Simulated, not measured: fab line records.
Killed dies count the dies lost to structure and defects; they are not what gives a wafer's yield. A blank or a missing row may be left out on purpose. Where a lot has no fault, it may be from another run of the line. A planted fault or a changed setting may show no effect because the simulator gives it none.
fab line records + flow nand_harc + part 2 of 2: steps 17 to 22 of 22
record:
- lots: 5
- wafers: 15
- last_day: 33
route steps=1302 shown A_CHANNEL_HOLE_D1@458
lots untouched by any fault: they come from a run of this same line in which no faults occurred
start_h: hours from the record's opening day to when the first of the lot's shown wafers began + wait_h: hours elapsed since this lot's preceding step + " unchanged from the row above + L1.1+2: one row covering several wafers at once + - no value, or no start given + * or withheld: withheld + < > ~ a bound
route shown NAME@n: names a module that has steps shown in the file, with the first one's number in the route + usual: mean and standard deviation over wafers with no fault + same: alike in all rows + chamber/n: place in a boat + sites: per-site readings + _std_site: standard deviation across them + _edge_site: inner sites' mean taken away from outer sites' mean + radius_mm: how far each site lies from the wafer's centre + mask NAME#n: copy n + behind: the tool/chamber that last shaped the wafer + hold: why the lot was held/for how many hours/how that ended + device: whichever transistor did not switch (one of n, p or np) + end of line: tests run on the same wafers once the route is complete + a step with no rows: only its recipe + killed: not the wafer's yield, but the dies lost to structure and defects at the first sort + map: per-die view of a wafer (x killed, . not killed, _ where there is no die)
set.NAME: the setting as run; set.NAME@STEP: as run at that earlier step + model.NAME: the simulator's own value behind a step, which no gauge read
lots at selected steps of the route; one table per step, one row per wafer
services: a tool's chamber out of use, with start hour (start_h, from the record's first day; less than 0 if before it), hours out, and reason
== steps ==
step: NHARC_A_CHANNEL_HOLE_D1_ETCH_22
recipe:
- bias_v: 3000
- source_w: withheld
- pressure_mtorr: 20
- time_s: 666.7
- ar_flow_sccm: 375
- c4f8_flow_sccm: 89.3
- o2_flow_sccm: 35.7
- temp_c: -20
- target_depth_a: 16000
- chemistry: C4F8/O2/Ar
usual:
- drypump_motor_current_A: 5.9/0.35
- he_backside_leak_sccm: 6.0/0.48
- mfc_ar_sccm: 375.2/1.1
- showerhead_plenum_p_Torr: 3.62/0.087
- throttle_valve_pct: 32.154/0.0098
| lot.wafer | tool        | chamber | start_h | wait_h | drypump_motor_current_A | he_backside_leak_sccm | mfc_ar_sccm | rf_hours_counter_h | showerhead_plenum_p_Torr | throttle_valve_pct |
|-----------|-------------|---------|---------|--------|-------------------------|-----------------------|-------------|--------------------|--------------------------|--------------------|
| L076.2    | har_etch-02 | 0       | 207.36  | 0.4    | 5.5                     | 6.0                   | 375.8       | 311                | 3.57                     | 32.156             |
| L076.3    | "           | 1       | "       | "      | 5.7                     | 6.1                   | 374.4       | -                  | 3.64                     | 32.149             |
| L076.6    | "           | 1       | "       | "      | 5.7                     | 6.1                   | 374.4       | -                  | 3.64                     | 32.141             |
| L079.4    | har_etch-02 | 1       | 236.41  | 0.4    | 5.7                     | 6.2                   | 376.2       | -                  | 3.63                     | 32.161             |
| L079.6    | "           | 1       | "       | "      | 5.8                     | 6.2                   | 376.9       | -                  | 3.63                     | 32.142             |
| L079.5    | "           | 0       | "       | "      | 5.5                     | 5.7                   | 373.0       | -                  | 3.56                     | 32.149             |
| L082.4    | har_etch-02 | 0       | 271.76  | 0.4    | 5.5                     | 6.1                   | 376.8       | -                  | 3.55                     | 32.170             |
| L082.5    | "           | 0       | "       | "      | 5.5                     | 6.0                   | 376.0       | -                  | 3.55                     | 32.174             |
| L082.6    | "           | 1       | "       | "      | 5.8                     | 6.4                   | 375.2       | -                  | 3.62                     | 32.167             |
| L090.2    | har_etch-02 | 1       | 353.24  | 0.4    | 5.7                     | 6.6                   | 375.5       | 384                | 3.60                     | 32.148             |
| L090.4    | "           | 0       | "       | "      | 5.5                     | 6.0                   | 375.7       | -                  | 3.52                     | 32.153             |
| L090.5    | "           | 0       | "       | "      | 5.5                     | 6.7                   | 374.8       | -                  | 3.52                     | 32.145             |
| L094.2    | har_etch-01 | 0       | 394.42  | 0.4    | 6.4                     | 5.4                   | 373.7       | 215                | 3.54                     | 32.152             |
| L094.4    | "           | 0       | "       | "      | 6.4                     | 5.8                   | 375.2       | -                  | 3.54                     | 32.153             |
| L094.5    | "           | 0       | "       | "      | 6.4                     | 5.6                   | 373.7       | -                  | 3.54                     | 32.156             |
step: NHARC_A_CHANNEL_HOLE_D1_ETCH_23
recipe:
- bias_v: 5000
- source_w: withheld
- pressure_mtorr: 20
- time_s: 819
- ar_flow_sccm: 375
- c4f8_flow_sccm: 89.3
- o2_flow_sccm: 35.7
- temp_c: -20
- target_depth_a: 16000
- chemistry: C4F8/O2/Ar
usual:
- drypump_motor_current_A: 5.9/0.35
- he_backside_leak_sccm: 6.0/0.58
- mfc_ar_sccm: 374.9/1.1
- showerhead_plenum_p_Torr: 3.62/0.087
- throttle_valve_pct: 32.155/0.0087
| lot.wafer | tool        | chamber | start_h | wait_h | drypump_motor_current_A | he_backside_leak_sccm | mfc_ar_sccm | rf_hours_counter_h | showerhead_plenum_p_Torr | throttle_valve_pct |
|-----------|-------------|---------|---------|--------|-------------------------|-----------------------|-------------|--------------------|--------------------------|--------------------|
| L076.2    | har_etch-02 | 0       | 207.92  | 0.5    | 5.5                     | 5.4                   | 373.5       | 312                | 3.57                     | 32.154             |
| L076.3    | "           | 1       | "       | "      | 5.7                     | 6.0                   | 376.6       | -                  | 3.64                     | 32.157             |
| L076.6    | "           | 1       | "       | "      | 5.7                     | 6.1                   | 375.4       | -                  | 3.64                     | 32.151             |
| L079.4    | har_etch-02 | 1       | 237.02  | 0.5    | 5.7                     | 6.3                   | 376.2       | -                  | 3.63                     | 32.160             |
| L079.6    | "           | 1       | "       | "      | 5.7                     | 6.4                   | 377.2       | -                  | 3.63                     | 32.155             |
| L079.5    | "           | 0       | "       | "      | 5.5                     | 5.7                   | 373.0       | -                  | 3.56                     | 32.153             |
| L082.4    | har_etch-02 | 0       | 272.37  | 0.5    | 5.5                     | 6.3                   | 375.9       | -                  | 3.55                     | 32.139             |
| L082.5    | "           | 0       | "       | "      | 5.5                     | 6.1                   | 376.2       | -                  | 3.55                     | 32.162             |
| L082.6    | "           | 1       | "       | "      | 5.7                     | 6.4                   | 374.8       | -                  | 3.62                     | 32.154             |
| L090.2    | har_etch-02 | 1       | 353.82  | 0.5    | 5.7                     | 6.6                   | 374.3       | 384                | 3.60                     | 32.152             |
| L090.4    | "           | 0       | "       | "      | 5.5                     | 6.4                   | 376.4       | -                  | 3.52                     | 32.158             |
| L090.5    | "           | 0       | "       | "      | 5.5                     | 6.2                   | 375.8       | -                  | 3.52                     | 32.153             |
| L094.2    | har_etch-01 | 0       | 395.01  | 0.5    | 6.5                     | 5.6                   | 374.1       | 216                | 3.54                     | 32.146             |
| L094.4    | "           | 0       | "       | "      | 6.4                     | 5.5                   | 374.2       | -                  | 3.54                     | 32.144             |
| L094.5    | "           | 0       | "       | "      | 6.4                     | 5.7                   | 374.9       | -                  | 3.54                     | 32.154             |
step: NHARC_A_CHANNEL_HOLE_D1_ETCH_24
recipe:
- bias_v: 5000
- source_w: withheld
- pressure_mtorr: 20
- time_s: 906.2
- ar_flow_sccm: 375
- c4f8_flow_sccm: 93.8
- o2_flow_sccm: 31.2
- temp_c: -20
- target_depth_a: 15000
- chemistry: C4F8/O2/Ar
usual:
- drypump_motor_current_A: 5.9/0.35
- he_backside_leak_sccm: 6.0/0.45
- mfc_ar_sccm: 375.0/1.1
- showerhead_plenum_p_Torr: 3.62/0.087
- throttle_valve_pct: 32.235/0.0097
| lot.wafer | tool        | chamber | start_h | wait_h | drypump_motor_current_A | he_backside_leak_sccm | mfc_ar_sccm | rf_hours_counter_h | showerhead_plenum_p_Torr | throttle_valve_pct |
|-----------|-------------|---------|---------|--------|-------------------------|-----------------------|-------------|--------------------|--------------------------|--------------------|
| L076.2    | har_etch-02 | 0       | 208.62  | 0.6    | 5.5                     | 5.8                   | 373.3       | 312                | 3.56                     | 32.233             |
| L076.3    | "           | 1       | "       | "      | 5.8                     | 6.1                   | 373.4       | -                  | 3.64                     | 32.239             |
| L076.6    | "           | 1       | "       | "      | 5.7                     | 6.1                   | 375.0       | -                  | 3.64                     | 32.237             |
| L079.4    | har_etch-02 | 1       | 237.73  | 0.6    | 5.7                     | 6.2                   | 374.5       | -                  | 3.63                     | 32.242             |
| L079.6    | "           | 1       | "       | "      | 5.8                     | 6.3                   | 376.1       | -                  | 3.63                     | 32.224             |
| L079.5    | "           | 0       | "       | "      | 5.5                     | 6.2                   | 375.4       | -                  | 3.55                     | 32.239             |
| L082.4    | har_etch-02 | 0       | 273.09  | 0.6    | 5.5                     | 5.8                   | 375.8       | -                  | 3.54                     | 32.225             |
| L082.5    | "           | 0       | "       | "      | 5.5                     | 6.0                   | 374.7       | -                  | 3.54                     | 32.253             |
| L082.6    | "           | 1       | "       | "      | 5.7                     | 6.3                   | 374.7       | -                  | 3.62                     | 32.218             |
| L090.2    | har_etch-02 | 1       | 354.53  | 0.6    | 5.8                     | 6.4                   | 375.5       | 385                | 3.60                     | 32.234             |
| L090.4    | "           | 0       | "       | "      | 5.5                     | 6.0                   | 375.5       | -                  | 3.52                     | 32.222             |
| L090.5    | "           | 0       | "       | "      | 5.5                     | 6.1                   | 374.1       | -                  | 3.52                     | 32.238             |
| L094.2    | har_etch-01 | 0       | 395.71  | 0.6    | 6.4                     | 5.9                   | 376.4       | 216                | 3.54                     | 32.254             |
| L094.4    | "           | 0       | "       | "      | 6.4                     | 5.6                   | 377.1       | -                  | 3.54                     | 32.239             |
| L094.5    | "           | 0       | "       | "      | 6.4                     | 5.9                   | 376.9       | -                  | 3.54                     | 32.230             |
step: NHARC_A_CHANNEL_HOLE_D1_ETCH_25
recipe:
- bias_v: 5000
- source_w: withheld
- pressure_mtorr: 20
- time_s: 1040.2
- ar_flow_sccm: 375
- c4f8_flow_sccm: 93.8
- o2_flow_sccm: 31.2
- temp_c: -20
- target_depth_a: 15000
- chemistry: C4F8/O2/Ar
usual:
- drypump_motor_current_A: 5.9/0.35
- he_backside_leak_sccm: 6.0/0.47
- mfc_ar_sccm: 374.9/1.1
- showerhead_plenum_p_Torr: 3.62/0.087
- throttle_valve_pct: 32.236/0.009
| lot.wafer | tool        | chamber | start_h | wait_h | drypump_motor_current_A | he_backside_leak_sccm | mfc_ar_sccm | rf_hours_counter_h | showerhead_plenum_p_Torr | throttle_valve_pct |
|-----------|-------------|---------|---------|--------|-------------------------|-----------------------|-------------|--------------------|--------------------------|--------------------|
| L076.2    | har_etch-02 | 0       | 209.39  | 0.6    | 5.5                     | 5.3                   | 375.7       | 313                | 3.56                     | 32.223             |
| L076.3    | "           | 1       | "       | "      | 5.8                     | 6.3                   | 375.9       | -                  | 3.64                     | 32.247             |
| L076.6    | "           | 1       | "       | "      | 5.8                     | 6.1                   | 376.3       | -                  | 3.64                     | 32.257             |
| L079.4    | har_etch-02 | 1       | 238.53  | 0.7    | 5.7                     | 6.3                   | 375.1       | -                  | 3.63                     | 32.238             |
| L079.6    | "           | 1       | "       | "      | 5.7                     | 6.3                   | 375.0       | -                  | 3.63                     | 32.225             |
| L079.5    | "           | 0       | "       | "      | 5.5                     | 5.9                   | 373.6       | -                  | 3.55                     | 32.245             |
| L082.4    | har_etch-02 | 0       | 273.90  | 0.7    | 5.5                     | 6.2                   | 373.7       | -                  | 3.54                     | 32.227             |
| L082.5    | "           | 0       | "       | "      | 5.5                     | 5.8                   | 372.7       | -                  | 3.54                     | 32.233             |
| L082.6    | "           | 1       | "       | "      | 5.7                     | 6.4                   | 375.8       | -                  | 3.61                     | 32.229             |
| L090.2    | har_etch-02 | 1       | 355.31  | 0.7    | 5.7                     | 6.7                   | 374.9       | 386                | 3.60                     | 32.224             |
| L090.4    | "           | 0       | "       | "      | 5.5                     | 6.5                   | 375.2       | -                  | 3.52                     | 32.225             |
| L090.5    | "           | 0       | "       | "      | 5.5                     | 6.1                   | 374.5       | -                  | 3.52                     | 32.235             |
| L094.2    | har_etch-01 | 0       | 396.49  | 0.7    | 6.4                     | 5.8                   | 375.8       | 217                | 3.54                     | 32.243             |
| L094.4    | "           | 0       | "       | "      | 6.4                     | 5.6                   | 375.0       | -                  | 3.54                     | 32.232             |
| L094.5    | "           | 0       | "       | "      | 6.4                     | 5.7                   | 374.9       | -                  | 3.54                     | 32.233             |
step: NHARC_A_CHANNEL_HOLE_D1_ETCH_26
recipe:
- bias_v: 300
- source_w: 2000
- pressure_mtorr: 30
- time_s: 224.1
- ar_flow_sccm: 375
- c4f8_flow_sccm: 11.4
- o2_flow_sccm: 113.6
- temp_c: -20
- target_depth_a: 3000
- chemistry: C4F8/O2/Ar
usual:
- drypump_motor_current_A: 5.9/0.35
- he_backside_leak_sccm: 6.0/0.55
- mfc_ar_sccm: 375.0/1.1
- showerhead_plenum_p_Torr: 3.66/0.091
- throttle_valve_pct: 24.584/0.0099
| lot.wafer | tool        | chamber | start_h | wait_h | drypump_motor_current_A | he_backside_leak_sccm | mfc_ar_sccm | rf_hours_counter_h | showerhead_plenum_p_Torr | throttle_valve_pct |
|-----------|-------------|---------|---------|--------|-------------------------|-----------------------|-------------|--------------------|--------------------------|--------------------|
| L076.2    | har_etch-02 | 0       | 210.27  | 0.7    | 5.5                     | 5.9                   | 375.8       | 314                | 3.60                     | 24.583             |
| L076.3    | "           | 1       | "       | "      | 5.8                     | 6.2                   | 375.7       | -                  | 3.68                     | 24.592             |
| L076.6    | "           | 1       | "       | "      | 5.8                     | 6.3                   | 375.6       | -                  | 3.68                     | 24.580             |
| L079.4    | har_etch-02 | 1       | 239.17  | 0.5    | 5.8                     | 6.2                   | 375.5       | -                  | 3.67                     | 24.585             |
| L079.6    | "           | 1       | "       | "      | 5.7                     | 6.2                   | 376.0       | -                  | 3.67                     | 24.601             |
| L079.5    | "           | 0       | "       | "      | 5.5                     | 5.9                   | 374.7       | -                  | 3.60                     | 24.570             |
| L082.4    | har_etch-02 | 0       | 274.56  | 0.5    | 5.5                     | 6.0                   | 375.5       | -                  | 3.58                     | 24.605             |
| L082.5    | "           | 0       | "       | "      | 5.5                     | 5.9                   | 376.5       | -                  | 3.58                     | 24.574             |
| L082.6    | "           | 1       | "       | "      | 5.8                     | 6.4                   | 374.8       | -                  | 3.66                     | 24.612             |
| L090.2    | har_etch-02 | 1       | 356.08  | 0.6    | 5.8                     | 6.6                   | 375.3       | 386                | 3.64                     | 24.590             |
| L090.4    | "           | 0       | "       | "      | 5.5                     | 6.3                   | 374.3       | -                  | 3.56                     | 24.582             |
| L090.5    | "           | 0       | "       | "      | 5.5                     | 6.5                   | 375.3       | -                  | 3.56                     | 24.570             |
| L094.2    | har_etch-01 | 0       | 397.26  | 0.6    | 6.4                     | 5.4                   | 374.7       | 218                | 3.58                     | 24.593             |
| L094.4    | "           | 0       | "       | "      | 6.4                     | 5.7                   | 375.7       | -                  | 3.58                     | 24.585             |
| L094.5    | "           | 0       | "       | "      | 6.4                     | 5.4                   | 375.8       | -                  | 3.58                     | 24.570             |
step: NHARC_A_CHANNEL_HOLE_D1_ETCH_33
recipe:
- bias_v: 400
- source_w: 2000
- pressure_mtorr: 25
- time_s: 90
- ar_flow_sccm: 375
- c4f8_flow_sccm: 41.7
- o2_flow_sccm: 83.3
- temp_c: -20
- target_depth_a: 4000
- chemistry: C4F8/O2/Ar
usual:
- drypump_motor_current_A: 5.9/0.35
- he_backside_leak_sccm: 6.0/0.52
- mfc_ar_sccm: 375.1/1
- showerhead_plenum_p_Torr: 3.66/0.09
- throttle_valve_pct: 27.619/0.0093
| lot.wafer | tool        | chamber | start_h | wait_h | drypump_motor_current_A | he_backside_leak_sccm | mfc_ar_sccm | rf_hours_counter_h | showerhead_plenum_p_Torr | throttle_valve_pct |
|-----------|-------------|---------|---------|--------|-------------------------|-----------------------|-------------|--------------------|--------------------------|--------------------|
| L076.2    | har_etch-02 | 0       | 210.47  | 0.2    | 5.5                     | 5.9                   | 374.1       | 314                | 3.60                     | 27.599             |
| L076.3    | "           | 1       | "       | "      | 5.7                     | 6.1                   | 375.5       | -                  | 3.68                     | 27.622             |
| L076.6    | "           | 1       | "       | "      | 5.7                     | 6.3                   | 374.9       | -                  | 3.68                     | 27.607             |
| L079.4    | har_etch-02 | 1       | 239.37  | 0.2    | 5.7                     | 6.2                   | 375.5       | -                  | 3.67                     | 27.616             |
| L079.6    | "           | 1       | "       | "      | 5.8                     | 6.2                   | 376.4       | -                  | 3.67                     | 27.629             |
| L079.5    | "           | 0       | "       | "      | 5.5                     | 8.2                   | 375.2       | -                  | 3.59                     | 27.611             |
| L082.4    | har_etch-02 | 0       | 274.75  | 0.2    | 5.5                     | 6.1                   | 375.3       | -                  | 3.58                     | 27.634             |
| L082.5    | "           | 0       | "       | "      | 5.5                     | 6.4                   | 375.6       | -                  | 3.58                     | 27.619             |
| L082.6    | "           | 1       | "       | "      | 5.7                     | 6.4                   | 374.9       | -                  | 3.66                     | 27.616             |
| L090.2    | har_etch-02 | 1       | 356.28  | 0.2    | 5.7                     | 6.6                   | 375.5       | 387                | 3.64                     | 27.627             |
| L090.4    | "           | 0       | "       | "      | 5.5                     | 6.6                   | 373.1       | -                  | 3.55                     | 27.621             |
| L090.5    | "           | 0       | "       | "      | 5.5                     | 6.3                   | 374.0       | -                  | 3.55                     | 27.620             |
| L094.2    | har_etch-01 | 0       | 397.45  | 0.2    | 6.4                     | 5.5                   | 375.9       | 218                | 3.58                     | 27.627             |
| L094.4    | "           | 0       | "       | "      | 6.4                     | 5.9                   | 374.3       | -                  | 3.58                     | 27.613             |
| L094.5    | "           | 0       | "       | "      | 6.4                     | 5.5                   | 373.8       | -                  | 3.58                     | 27.611             |
== services ==
| tool            | chamber | start_h | hours | kind                          |
|-----------------|---------|---------|-------|-------------------------------|
| rie_diel-03     | 3       | 197.84  | 1.9   | repair                        |
| litho_track-04  | -       | 203.00  | 7.0   | pm                            |
| arfi_scanner-01 | -       | 210.07  | 1.5   | repair                        |
| arfi_scanner-02 | -       | 231.23  | 1.4   | repair                        |
| arfi_scanner-01 | -       | 252.00  | 4.0   | pm                            |
| har_etch-02     | 1       | 274.88  | -     | consumable_replace:focus_ring |
| har_etch-02     | 1       | 274.88  | 17.0  | scheduled_down                |
| har_etch-02     | 1       | 274.88  | 17.0  | vent_cycle                    |
| arfi_scanner-02 | -       | 277.75  | 0.4   | repair                        |
| rie_diel-03     | -       | 281.30  | 9.0   | pm                            |
| rie_diel-09     | 3       | 298.81  | 1.7   | repair                        |
| arfi_scanner-01 | -       | 306.12  | 8.9   | repair                        |
| arfi_scanner-02 | -       | 312.00  | 4.0   | pm                            |
| rie_diel-09     | -       | 320.12  | 9.0   | pm                            |
| litho_track-01  | -       | 330.01  | 7.0   | pm                            |
| rie_diel-09     | 1       | 344.73  | 7.1   | repair                        |
| litho_track-06  | -       | 354.00  | 7.0   | pm                            |
| rie_diel-03     | 1       | 373.46  | 4.3   | repair                        |
| litho_track-04  | -       | 378.00  | 7.0   | pm                            |
| har_etch-02     | -       | 379.51  | 17.0  | pm                            |
| har_etch-02     | 0       | 379.51  | 17.0  | vent_cycle                    |
| har_etch-02     | 1       | 379.51  | 17.0  | vent_cycle                    |
| har_etch-02     | 0       | 396.51  | -     | clean                         |
| har_etch-02     | 0       | 396.51  | -     | consumable_replace:focus_ring |
